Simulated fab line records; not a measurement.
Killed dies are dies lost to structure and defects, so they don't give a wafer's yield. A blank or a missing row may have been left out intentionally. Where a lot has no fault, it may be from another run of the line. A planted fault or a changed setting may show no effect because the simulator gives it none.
Chamber matching    flow n5Finfet    3 sister chambers for N5_BEOL_M10_CURE_71 on uvCure-01
The step cures SiCOH lowk, time 240 s. 3 wafers are shown with their chamber, then 10 later ones without.

== EACH WAFER AND ITS CHAMBER ==
wafer   chamber  wafer_temp_C_max
L085.6  0        386.0
L086.6  1        385.5
L090.3  2        386.2

== WAFERS MISSING THEIR CHAMBER ==
wafer   wafer_temp_C_max
L090.6  387.1
L092.2  386.4
L092.4  386.6
L092.5  386.2
L094.1  387.4
L094.3  387.2
L094.4  387.0
L096.1  386.7
L096.3  386.1
L096.6  386.0

== WHICH CHAMBER EACH ONE RAN IN ==
wafer   from the rows above           in truth
L090.6  can't be placed: 2 or 0 or 1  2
L092.2  can't be placed: 2 or 0 or 1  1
L092.4  can't be placed: 2 or 0 or 1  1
L092.5  can't be placed: 2 or 0 or 1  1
L094.1  can't be placed: 2 or 0 or 1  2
L094.3  can't be placed: 2 or 0 or 1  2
L094.4  can't be placed: 2 or 0 or 1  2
L096.1  can't be placed: 2 or 0 or 1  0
L096.3  can't be placed: 2 or 0 or 1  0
L096.6  can't be placed: 0 or 2 or 1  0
Placed correctly: 0 of 10. Not placeable from these rows: 10 (in 10, the candidates include the true chamber). Number placed wrongly: 0.
How it was worked out, from the rows above alone: a wafer's distance from a chamber is the root of the sum, over the readings, of the square of ((its reading less the chamber's mean) divided by the reading's scatter). If the next closest chamber is less than 2 further off than the closest, the wafer can't be placed; otherwise it belongs to the closest. For every chamber, the mean is computed from those of its wafers that are shown. The scatter: root of mean squared gap, hidden wafer to nearest shown wafer, with one shown wafer a chamber.
